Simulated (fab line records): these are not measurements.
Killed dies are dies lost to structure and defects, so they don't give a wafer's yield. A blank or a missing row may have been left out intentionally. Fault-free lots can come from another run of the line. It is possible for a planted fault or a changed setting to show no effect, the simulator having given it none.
fab line records | flow n5-finfet
record: lots: 8 wafers: 23 last-day: 17
route steps=1938 shown BEOL_M4@1021 PASSIVATION@1936
lots that met no fault: from a run of the same line without faults
start-h: start of the lot's first displayed wafer, in hours after the record's first day | wait-h: hours since the lot's step before | " the same as in the row above | L1.1+2: several wafers, shown together as one row | - either no value or no given start | * or withheld: withheld | < > ~ a bound
route shown NAME@n: a module of which the file shows steps, and the number in the route of the first | usual: mean/standard deviation taken from wafers without a fault | same: alike in all rows | chamber/n: place in a boat | sites: per-site readings | _std_site: the values' standard deviation | _edge_site: inner sites' mean taken away from outer sites' mean | radius-mm: how far each site lies from the wafer's centre | mask NAME#n: copy n | behind: the tool/chamber that last shaped the wafer | hold: cause of the lot's hold/its duration in hours/its outcome | device: transistor that didn't switch, given as n, p or np | end of line: tests of these same wafers at the route's end | for a step that has no rows: nothing shown but its recipe | killed: the dies lost at the first sort to structure and to defects; this is not the yield of the wafer | map: a wafer's dies, marking killed ones x, the rest . and places with no die _
set.NAME: setting as actually run; set.NAME@STEP: the setting as run at that earlier step | model.NAME: the simulator's own value behind a step, which no gauge read
a sample of lots followed through the steps of the route, with each step as a table and each wafer as a row
services: from which hour (start-h, from the record's first day; less than 0 if before it) a tool's chamber was out of use, for how many hours, and why
== steps ==
step: N5_BEOL_M4_ILD_DEP_00
recipe: material: SiOC target-thk-a: 790 temp-c: 350 precursor: DEMS/O2 pressure-torr: 5 rf-w: 500 time-s: 15.3
usual: heater-power-w: 491/73 showerhead-plenum-p-Torr: 5.690/0.012 throttle-valve-pct: 12.1/0.77
columns lot.wafer tool chamber start-h wait-h heater-power-w showerhead-plenum-p-Torr throttle-valve-pct
L225.2 pecvd-03 1 155.81 0.0 551 5.682 12.4
L225.6 " 1 " " 578 5.692 12.5
L229.1 pecvd-03 0 182.06 0.0 553 5.680 12.6
L229.4 " 0 " " 568 5.684 12.6
L229.5 " 2 " " 505 5.679 11.8
L234.2 pecvd-01 1 212.40 0.0 475 5.671 13.2
L234.3 " 0 " " 513 5.685 12.0
L234.6 " 0 " " 501 5.697 12.0
L238.1 pecvd-01 0 249.12 0.0 549 5.689 12.0
L238.4 " 0 " " 530 5.696 12.0
L238.6 " 2 " " 347 5.683 10.9
L241.2 pecvd-01 2 251.23 0.0 444 5.694 10.6
L241.4 " 1 " " 418 5.669 13.3
L241.6 " 2 " " 435 5.695 11.1
L242.1 pecvd-01 2 259.34 0.0 417 5.697 10.9
L242.5 " 2 " " 426 5.697 11.1
L242.6 " 0 " " 560 5.707 11.9
L243.2 pecvd-01 0 264.21 0.0 588 5.684 12.0
L243.3 " 1 " " 462 5.681 13.1
L243.5 " 2 " " 398 5.710 11.0
L246.2 pecvd-02 2 288.49 0.0 350 5.699 11.1
L246.3 " 0 " " 540 5.668 11.9
L246.6 " 2 " " 364 5.701 11.1
step: N5_BEOL_M4_ETCH_64
recipe: chemistry: N2/H2 target: SOC target-depth-a: 750 overetch-a: 225 mask-material: SiARC temp-c: 40 time-s: 121.9 ion-energy-ev: 200 pressure-mtorr: 30 source-w: 840 bias-w: 150 n2-flow-sccm: 200 h2-flow-sccm: 200
usual: bias-w: 150.0/0.43 chamber-pressure-mTorr: 30.003/0.029 drypump-motor-current-A: 5.8/0.38 h2-flow-sccm: 200.0/0.65 oes-product-au: 0.57/0.05 rf-vpp-V: 522.9/2.4 showerhead-plenum-p-Torr: 2.51/0.076 throttle-valve-pct: 17.98/0.21
columns lot.wafer tool chamber start-h wait-h bias-w chamber-pressure-mTorr drypump-motor-current-A h2-flow-sccm oes-product-au rf-hours-counter-h rf-vpp-V showerhead-plenum-p-Torr throttle-valve-pct
L225.2 rie-diel-04 1 157.45 0.0 150.0 30.018 5.4 199.8 0.67 49 524.4 2.58 17.84
L225.6 " 0 " " 149.5 29.988 6.1 199.9 0.60 - 521.9 2.45 17.64
L229.1 rie-diel-06 3 183.27 0.0 148.9 30.036 5.9 198.8 0.53 251 522.4 2.50 18.39
L229.4 " 2 " " 150.3 30.005 5.3 200.1 0.55 - 520.2 2.41 18.07
L229.5 " 0 " " 150.2 30.017 5.9 200.8 0.50 - 526.1 2.58 17.97
L234.2 rie-diel-06 1 213.51 0.0 149.8 30.017 6.1 198.7 0.53 251 525.4 2.59 18.08
L234.3 " 2 " " 150.3 30.016 5.3 199.5 0.54 227 520.3 2.40 18.09
L234.6 " 2 " " 150.4 30.022 5.3 199.5 0.54 - 520.8 2.40 18.09
L238.1 rie-diel-04 1 250.52 0.0 150.5 29.989 5.4 199.7 0.64 82 525.2 2.57 17.90
L238.4 " 2 " " 151.1 30.020 6.4 200.0 0.54 211 518.9 2.43 17.86
L238.6 " 3 " " 150.0 30.037 5.7 198.8 0.54 - 523.3 2.51 18.15
L241.2 rie-diel-06 2 253.73 0.0 150.3 30.008 5.3 199.2 0.53 243 520.2 2.40 18.11
L241.4 " 3 " " 150.9 30.021 5.9 200.4 0.72 - 520.9 2.49 17.94
L241.6 " 0 " " 150.6 30.021 6.0 199.0 0.72 - 525.9 2.57 17.51
L242.1 rie-diel-02 0 261.04 0.0 149.7 30.028 5.3 199.9 0.63 74 525.8 2.58 18.06
L242.5 " 0 " " 149.8 29.974 5.3 199.6 0.63 - 524.8 2.58 18.04
L242.6 " 1 " " 150.0 30.030 5.5 199.6 0.53 - 525.6 2.62 18.11
L243.2 rie-diel-04 0 265.80 0.0 149.7 30.004 6.2 200.9 0.58 137 521.5 2.43 17.70
L243.3 " 3 " " 150.2 29.994 5.7 201.4 0.54 231 522.1 2.50 18.14
L243.5 " 0 " " 149.5 29.983 6.2 201.1 0.57 - 520.7 2.43 17.71
L246.2 rie-diel-04 0 289.39 0.0 150.1 29.979 6.1 199.8 0.57 146 522.0 2.43 17.72
L246.3 " 2 " " 149.8 30.001 6.4 199.7 0.53 223 518.7 2.42 17.90
L246.6 " 3 " " 150.8 30.012 5.6 199.5 0.52 - 522.5 2.50 18.16
step: N5_BEOL_M4_ETCH_77
recipe: chemistry: N2/H2 target: underlayer target-depth-a: 65 mask-material: CAR-EUV time-s: 5.2 ion-energy-ev: 200 pressure-mtorr: 30 source-w: 840 bias-w: 150 n2-flow-sccm: 200 h2-flow-sccm: 200 ends: cleared
usual: bias-w: 150.0/0.42 chamber-pressure-mTorr: 30.00/0.042 drypump-motor-current-A: 5.7/0.35 etch-rf-on-time-s: 5.16/0.15 h2-flow-sccm: 199.9/0.59 oes-product-au: 0.66/0.086 rf-vpp-V: 523.6/2.7 showerhead-plenum-p-Torr: 2.53/0.082 throttle-valve-pct: 18.02/0.23
columns lot.wafer tool chamber start-h wait-h bias-w chamber-pressure-mTorr drypump-motor-current-A etch-rf-on-time-s h2-flow-sccm oes-product-au rf-hours-counter-h rf-vpp-V showerhead-plenum-p-Torr throttle-valve-pct
L225.2 rie-diel-06 2 158.47 0.0 149.9 30.09 5.3 5.09 199.7 0.62 203 520.5 2.41 18.12
L225.6 " 0 " " 149.6 30.02 6.0 4.95 199.6 0.58 - 525.4 2.58 18.00
L229.1 rie-diel-06 3 184.48 0.0 150.2 30.07 5.9 5.45 200.4 0.57 252 524.7 2.50 18.44
L229.4 " 2 " " 150.0 29.99 5.3 5.19 198.8 0.62 - 522.1 2.41 18.12
L229.5 " 3 " " 149.6 29.98 6.0 5.43 199.6 0.58 - 520.5 2.50 18.45
L234.2 rie-diel-06 2 214.42 0.0 150.9 29.97 5.3 5.16 200.2 0.62 228 521.5 2.40 18.13
L234.3 " 3 " " 150.2 29.94 5.9 5.37 200.0 0.57 266 522.8 2.50 18.45
L234.6 " 2 " " 149.7 29.98 5.3 5.19 199.8 0.62 - 522.0 2.40 18.13
L238.1 rie-diel-02 0 251.40 0.0 149.9 30.02 5.3 5.08 199.2 0.72 70 524.5 2.58 18.08
L238.4 " 2 " " 149.8 29.91 5.0 5.17 200.0 0.60 226 522.9 2.50 17.97
L238.6 " 2 " " 150.2 30.00 5.0 5.31 200.4 0.60 - 523.2 2.50 17.97
L241.2 rie-diel-06 2 254.83 0.0 150.4 29.97 5.3 5.16 200.1 0.60 243 519.0 2.40 18.15
L241.4 " 3 " " 150.5 30.04 5.9 5.30 199.6 0.79 - 523.9 2.49 17.98
L241.6 " 2 " " 150.5 29.92 5.3 5.09 199.4 0.61 - 518.2 2.40 18.18
L242.1 rie-diel-06 2 261.87 0.0 150.7 29.92 5.3 5.12 200.2 0.60 246 519.9 2.40 18.17
L242.5 " 1 " " 149.9 29.96 6.1 4.93 200.2 0.84 - 526.2 2.59 17.66
L242.6 " 0 " " 149.9 29.99 5.9 4.83 200.8 0.83 - 522.4 2.57 17.60
L243.2 rie-diel-02 1 266.63 0.0 150.5 29.99 5.5 5.10 199.7 0.60 232 526.0 2.62 18.16
L243.3 " 0 " " 150.9 30.06 5.3 5.06 199.7 0.71 76 528.2 2.58 18.11
L243.5 " 3 " " 149.4 29.98 5.7 5.17 200.4 0.70 - 527.0 2.67 17.86
L246.2 rie-diel-04 3 290.36 0.0 149.3 30.04 5.6 5.20 198.4 0.59 241 521.3 2.50 18.21
L246.3 " 1 " " 149.9 30.00 5.4 4.94 199.8 0.73 97 524.7 2.56 17.97
L246.6 " 0 " " 150.3 30.07 6.2 5.28 199.9 0.63 - 522.7 2.43 17.78
step: N5_BEOL_M4_ETCH_69
recipe: chemistry: CF4 target: SiARC target-depth-a: 156 mask-material: CAR-EUV time-s: 26 ion-energy-ev: 80 pressure-mtorr: 40 source-w: 545 bias-w: 36 Ar_flow_sccm: 100 cf4-flow-sccm: 100 ends: cleared
usual: bias-w: 36.02/0.11 cf4-flow-sccm: 100.02/0.27 drypump-motor-current-A: 5.7/0.36 etch-rf-on-time-s: 25.8/0.66 oes-product-au: 0.66/0.085 rf-vpp-V: 183.9/1.2 showerhead-plenum-p-Torr: 2.13/0.065 throttle-valve-pct: 15.80/0.25
columns lot.wafer tool chamber start-h wait-h bias-w cf4-flow-sccm drypump-motor-current-A etch-rf-on-time-s oes-product-au rf-hours-counter-h rf-vpp-V showerhead-plenum-p-Torr throttle-valve-pct
L225.2 rie-diel-06 2 158.49 0.0 36.37 99.78 5.3 25.6 0.63 203 183.2 2.04 15.86
L225.6 " 0 " " 36.22 99.93 5.9 25.0 0.58 - 184.9 2.17 15.77
L229.1 rie-diel-06 3 184.49 0.0 35.92 99.85 5.9 26.7 0.58 252 183.3 2.10 16.25
L229.4 " 2 " " 36.02 100.10 5.2 25.7 0.62 - 182.8 2.04 15.85
L229.5 " 3 " " 36.00 99.75 5.9 26.7 0.58 - 184.2 2.10 16.25
L234.2 rie-diel-06 2 214.44 0.0 35.98 99.90 5.3 25.5 0.61 228 183.7 2.04 15.90
L234.3 " 3 " " 35.94 100.15 5.9 26.5 0.58 266 184.3 2.10 16.27
L234.6 " 2 " " 36.04 99.59 5.2 25.4 0.62 - 184.0 2.04 15.90
L238.1 rie-diel-02 0 251.42 0.0 - - - - - - - - -
L238.4 " 2 " " - - - - - - - - -
L238.6 " 2 " " - - - - - - - - -
L241.2 rie-diel-06 2 254.84 0.0 - - - - - - - - -
L241.4 " 3 " " - - - - - - - - -
L241.6 " 2 " " - - - - - - - - -
L242.1 rie-diel-06 2 261.89 0.0 35.91 99.83 5.3 25.7 0.59 246 182.4 2.03 15.93
L242.5 " 1 " " 35.94 99.68 6.1 25.3 0.83 - 183.3 2.20 15.51
L242.6 " 0 " " 35.93 100.37 5.9 24.7 0.81 - 185.4 2.16 15.27
L243.2 rie-diel-02 1 266.65 0.0 35.91 100.39 5.5 25.1 0.60 232 185.2 2.21 16.01
L243.3 " 0 " " 36.12 100.20 5.4 25.4 0.71 76 184.3 2.18 15.82
L243.5 " 3 " " 35.96 99.99 5.8 25.2 0.70 - 184.7 2.23 15.48
L246.2 rie-diel-04 3 290.38 0.0 35.82 100.21 5.6 26.3 0.59 241 183.7 2.13 16.05
L246.3 " 1 " " 35.95 100.02 5.4 24.7 0.72 97 184.3 2.15 15.65
L246.6 " 0 " " 36.11 100.13 6.2 26.1 0.64 - 182.3 2.07 15.68
step: N5_BEOL_M4_ETCHBACK_99
recipe: chemistry: CHF3 target: SiO2 target-depth-a: 50 time-s: 10.4 source-w: 215 bias-w: 47 Ar_flow_sccm: 200 CHF3_flow_sccm: 12 ion-energy-ev: 100 pressure-mtorr: 30
usual: drypump-motor-current-A: 5.7/0.38 oes_f_703_au: 0.77/0.093 oes-product-au: 0.77/0.093 rf-vpp-V: 239/3.4 showerhead-plenum-p-Torr: 2.14/0.062 throttle-valve-pct: 17.29/0.25
columns lot.wafer tool chamber start-h wait-h drypump-motor-current-A oes_f_703_au oes-product-au rf-hours-counter-h rf-vpp-V showerhead-plenum-p-Torr throttle-valve-pct
L225.2 rie-diel-06 2 158.98 0.3 5.3 0.75 0.74 203 238 2.07 17.43
L225.6 " 3 " " 5.9 0.69 0.69 - 240 2.13 17.78
L229.1 rie-diel-04 1 188.33 3.7 5.4 0.89 0.87 59 243 2.17 17.04
L229.4 " 2 " " 6.4 0.71 0.72 187 239 2.05 17.06
L229.5 " 1 " " 5.4 0.90 0.88 - 242 2.17 17.02
L234.2 rie-diel-06 2 217.32 2.8 5.3 0.72 0.72 228 237 2.06 17.47
L234.3 " 3 " " 5.9 0.67 0.67 266 240 2.12 17.83
L234.6 " 3 " " 5.9 0.67 0.67 - 240 2.12 17.83
L238.1 rie-diel-06 3 252.35 0.1 6.0 0.93 0.36 8 241 2.12 17.30
L238.4 " 0 " " 5.9 0.99 0.36 - 237 2.19 16.79
L238.6 " 2 " " 5.3 0.71 0.26 - 237 2.06 17.47
L241.2 rie-diel-04 2 257.30 1.9 6.4 0.70 0.27 214 241 2.04 17.07
L241.4 " 0 " " 6.2 0.73 0.28 133 241 2.08 17.12
L241.6 " 0 " " 6.2 0.73 0.29 - 240 2.08 17.13
L242.1 rie-diel-04 0 262.85 0.3 6.1 0.73 0.75 136 241 2.08 17.15
L242.5 " 3 " " 5.6 0.70 0.69 - 246 2.14 17.47
L242.6 " 0 " " 6.1 0.73 0.75 - 241 2.08 17.14
L243.2 rie-diel-06 3 266.85 0.1 5.9 0.91 0.93 13 239 2.12 17.35
L243.3 " 1 " " 6.1 0.96 0.96 3 238 2.21 17.02
L243.5 " 1 " " 6.1 0.97 0.96 - 239 2.21 17.01
L246.2 rie-diel-04 1 293.19 2.7 5.4 0.86 0.83 98 242 2.16 17.09
L246.3 " 2 " " 6.3 0.69 0.69 224 239 2.04 17.12
L246.6 " 1 " " 5.4 0.85 0.83 - 243 2.16 17.11
step: N5_BEOL_M4_RC_MEAS_101
usual: DIBL_N: 36.3/1.6 DIBL_P: 36.2/2.1 IOFF_N: 0.16/0.031 IOFF_P: 0.21/0.034 ION_N: 673/11 ION_P: 461/7.4 SS_N: 71.6/0.55 SS_P: 73.3/0.66 VT_N: 251/3.2 VT_P: -251/3.5
columns lot.wafer tool chamber start-h wait-h DIBL_N[mV/V] DIBL_P[mV/V] IOFF_N[nA/um] IOFF_P[nA/um] ION_N[uA/um] ION_P[uA/um] SS_N[mV/dec] SS_P[mV/dec] VT_N[mV] VT_P[mV]
L225.2 prober-02 0 163.25 0.2 33.4 33.4 0.12 0.15 664 452 70.8 72.9 258 -254
L225.6 " 0 " " 35.0 36.1 0.15 0.20 661 453 71.6 73.3 249 -251
L229.1 prober-01 0 192.87 0.0 39.4 39.1 0.25 0.27 681 460 72.0 74.2 244 -247
L229.4 " 0 " " 39.9 40.1 0.24 0.28 683 461 72.9 74.2 245 -247
L229.5 " 0 " " 40.0 39.6 0.26 0.28 683 464 72.5 73.5 246 -248
L234.2 prober-01 0 222.41 0.2 35.0 33.8 0.13 0.17 672 456 70.8 72.5 256 -254
L234.3 " 0 " " 37.7 36.7 0.19 0.21 676 456 72.4 73.1 249 -251
L234.6 " 0 " " 36.8 34.5 0.15 0.18 661 453 71.7 72.5 253 -254
L242.1 prober-01 0 268.94 0.0 36.5 37.0 0.16 0.20 669 462 72.3 73.6 251 -249
L242.5 " 0 " " 36.2 36.8 0.15 0.20 665 460 71.2 73.7 251 -251
L242.6 " 0 " " 35.5 34.7 0.13 0.17 661 452 71.5 73.0 256 -253
L243.2 prober-01 0 273.49 0.2 36.9 37.1 0.16 0.18 670 454 71.6 73.1 251 -258
L243.3 " 0 " " 33.8 33.7 0.11 0.13 662 446 70.9 72.7 256 -262
L243.5 " 0 " " 36.6 37.1 0.16 0.17 682 459 71.5 73.2 249 -258
L246.2 prober-01 0 298.01 0.2 37.9 38.5 0.19 0.23 687 466 71.7 74.6 248 -249
L246.3 " 0 " " 39.1 41.1 0.23 0.28 697 472 73.3 74.0 245 -248
L246.6 " 0 " " 39.1 41.7 0.25 0.29 708 478 72.5 74.3 243 -248
step: N5_PASSIVATION_PROBE_49
usual: defect-limited-yield: 91.5/1.5 killed_at_M0_to_M3: 32/9.4 killed_at_M4_up: 12/5.1 killed-at-contacts: 11/7.4 killed-at-front-end: 41/11 killed-at-other: 3.4/2.5 killed-dies: 100/17 killed-open: 65/14 killed-short: 33/7 sort_bin_4_leakage: 0.00/0.01 sort_bin_5_function: 4.9/0.96 sort_bin_6_memory: 3.1/0.7 sort-n-pass: 1080/17 sort-yield-pct: 91.5/1.5
same: gross-dies: 1180 killed-at-back-side: 0 sort_bin_8_speed[%]: 0
columns lot.wafer tool chamber start-h wait-h defect-limited-yield[%] killed_at_M0_to_M3 killed_at_M4_up killed-at-contacts killed-at-front-end killed-at-other killed-dies killed-open killed-short sort_bin_4_leakage[%] sort_bin_5_function[%] sort_bin_6_memory[%] sort-n-pass sort-yield-pct[%]
L234.2 prober-02 - 317.66 0.1 89.7 39 19 20 44 0 122 83 39 0 5.4 4.3 1058 89.7
L234.3 prober-02 - 317.71 0.1 90.4 45 14 18 35 1 113 80 33 0 5.2 4.0 1067 90.4
L234.6 prober-02 - 317.86 0.3 89.5 44 13 13 54 0 124 85 37 0 5.8 4.7 1056 89.5
L243.2 prober-01 - 359.84 0.1 93.0 19 2 8 49 5 83 51 32 0 3.6 3.0 1097 93.0
L243.3 prober-01 - 359.89 0.1 92.4 38 6 10 34 2 90 62 26 0 4.7 2.5 1090 92.4
L243.5 prober-01 - 359.99 0.2 93.9 31 4 5 31 1 72 47 25 0 3.3 2.7 1108 93.9
L246.2 prober-02 - 401.10 0.1 93.4 19 11 1 45 2 78 46 32 0 3.9 2.4 1102 93.4
L246.3 prober-02 - 401.15 0.1 92.3 36 14 8 33 0 91 62 29 0 4.9 2.5 1089 92.3
L246.6 prober-02 - 401.30 0.3 93.1 39 13 4 23 2 81 53 27 0 4.2 2.3 1099 93.1
killed by level:class
L234.2 MOL_CONTACT_COAG:geometric-particle:open=14 STI_FIN_REVEAL:geometric-particle:open=9 BEOL_M0_SAQP:geometric-particle:short=7 BEOL_M2:geometric-particle:open=7 BEOL_M4:geometric-particle:open=7 DUMMY_GATE:geometric-particle:open=6 MOL_CONTACT_COAG:geometric-particle:short=6 FIN_SAQP:geometric-particle:short=5
L234.3 MOL_CONTACT_COAG:geometric-particle:open=15 BEOL_M3:geometric-particle:open=12 BEOL_M1:geometric-particle:open=11 FIN_SAQP:geometric-particle:open=10 STI_FIN_REVEAL:geometric-particle:open=8 BEOL_M0_SAQP:geometric-particle:short=5 BEOL_M0_SAQP:geometric-particle:open=5 BEOL_M1:geometric-particle:short=5
L234.6 FIN_SAQP:geometric-particle:open=13 MOL_CONTACT_COAG:geometric-particle:open=13 BEOL_M1:geometric-particle:open=11 BEOL_M1:geometric-particle:short=8 STI_FIN_REVEAL:geometric-particle:open=7 ILD0:geometric-particle:open=7 BEOL_M0_SAQP:geometric-particle:short=7 BEOL_M2:geometric-particle:open=5
L243.2 STI_FIN_REVEAL:geometric-particle:open=9 GATE_CUT:geometric-particle:short=9 MOL_CONTACT_COAG:geometric-particle:open=8 BEOL_M2:geometric-particle:open=7 FIN_SAQP:geometric-particle:open=6 BEOL_M0_SAQP:geometric-particle:short=6 BEOL_M0_SAQP:geometric-particle:open=5 FIN_SAQP:geometric-particle:short=4
L243.3 BEOL_M2:geometric-particle:open=15 STI_FIN_REVEAL:geometric-particle:open=8 MOL_CONTACT_COAG:geometric-particle:open=6 BEOL_M1:geometric-particle:open=5 BEOL_M1:geometric-particle:short=5 FIN_SAQP:geometric-particle:short=4 SPACER0:geometric-particle:open=4 GATE_CUT:geometric-particle:short=4
L243.5 FIN_SAQP:geometric-particle:open=8 BEOL_M0_SAQP:geometric-particle:open=8 BEOL_M3:geometric-particle:open=7 BEOL_M2:geometric-particle:open=6 GATE_CUT:geometric-particle:short=5 MOL_CONTACT_COAG:geometric-particle:open=4 FIN_SAQP:geometric-particle:short=3 STI_FIN_REVEAL:geometric-particle:open=3
L246.2 FIN_SAQP:geometric-particle:short=17 FIN_SAQP:geometric-particle:open=14 BEOL_M0_SAQP:geometric-particle:short=5 BEOL_M0_SAQP:geometric-particle:open=4 BEOL_M1:geometric-particle:open=4 BEOL_M3:geometric-particle:open=4 STI_FIN_REVEAL:geometric-particle:short=3 BEOL_M4:geometric-particle:open=3
L246.3 BEOL_M0_SAQP:geometric-particle:open=12 FIN_SAQP:geometric-particle:short=8 BEOL_M4:geometric-particle:open=8 FIN_SAQP:geometric-particle:open=6 DUMMY_GATE:geometric-particle:open=6 MOL_CONTACT_COAG:geometric-particle:open=5 BEOL_M0_SAQP:geometric-particle:short=5 BEOL_M1:geometric-particle:short=5
L246.6 BEOL_M0_SAQP:geometric-particle:open=10 BEOL_M3:geometric-particle:open=8 DUMMY_GATE:geometric-particle:open=7 BEOL_M1:geometric-particle:open=6 BEOL_M1:geometric-particle:short=5 BEOL_M4:geometric-particle:open=5 MOL_CONTACT_COAG:geometric-particle:open=4 GATE_CUT:geometric-particle:short=4
== services ==
columns tool chamber start-h hours kind
pecvd-03 0 146.19 21.5 repair
pecvd-01 0 155.28 4.9 repair
rie-diel-02 1 162.23 15.8 repair
pecvd-03 - 171.75 3.1 repair
pecvd-02 0 180.51 9.0 repair
pecvd-02 - 191.19 0.5 repair
pecvd-01 - 191.75 2.8 pm
rie-diel-02 - 192.75 0.2 repair
rie-diel-06 0 198.38 - clean
rie-diel-06 0 198.38 - consumable-replace:focus-ring
rie-diel-06 0 198.38 20.0 scheduled-down
rie-diel-06 0 198.38 20.0 vent-cycle
pecvd-03 1 206.10 6.1 repair
rie-diel-04 0 208.52 8.1 repair
rie-diel-06 3 218.47 - clean
rie-diel-06 3 218.47 - consumable-replace:focus-ring
rie-diel-06 3 218.47 14.5 scheduled-down
rie-diel-06 - 224.00 4.3 pm
pecvd-02 - 250.62 2.8 pm
rie-diel-02 2 266.21 11.0 repair
pecvd-03 - 271.33 1.2 repair
rie-diel-04 - 279.19 1.3 repair
rie-diel-04 2 280.55 4.1 repair
pecvd-02 - 290.31 6.1 repair
== key ==
first-sign: step: N5_BEOL_M4_ETCH_69 reading: tool-record direction: missing
effect: step: N5_BEOL_M4_ETCHBACK_99 reading: oes-product-au direction: down sigmas: 5 usual: 0.77 struck: 0.30
met-at N5_BEOL_M4_ETCH_69
struck-lots L238,L241
rows-end L238.1,L238.4,L238.6,L241.2,L241.4,L241.6
not-acting-at N5_BEOL_M4_ILD_DEP_00,N5_BEOL_M4_ETCH_64,N5_BEOL_M4_ETCH_77
onset-between 214.44 251.42
fault: kind: skipped-step-whole tool: rie-diel-02,rie-diel-06 chamber: - onset-h: 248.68 steps: N5_BEOL_M4_ETCH_69 scope: struck-lots-only
rows-end: these wafers met a further fault down the route, and their rows from its step on are left out
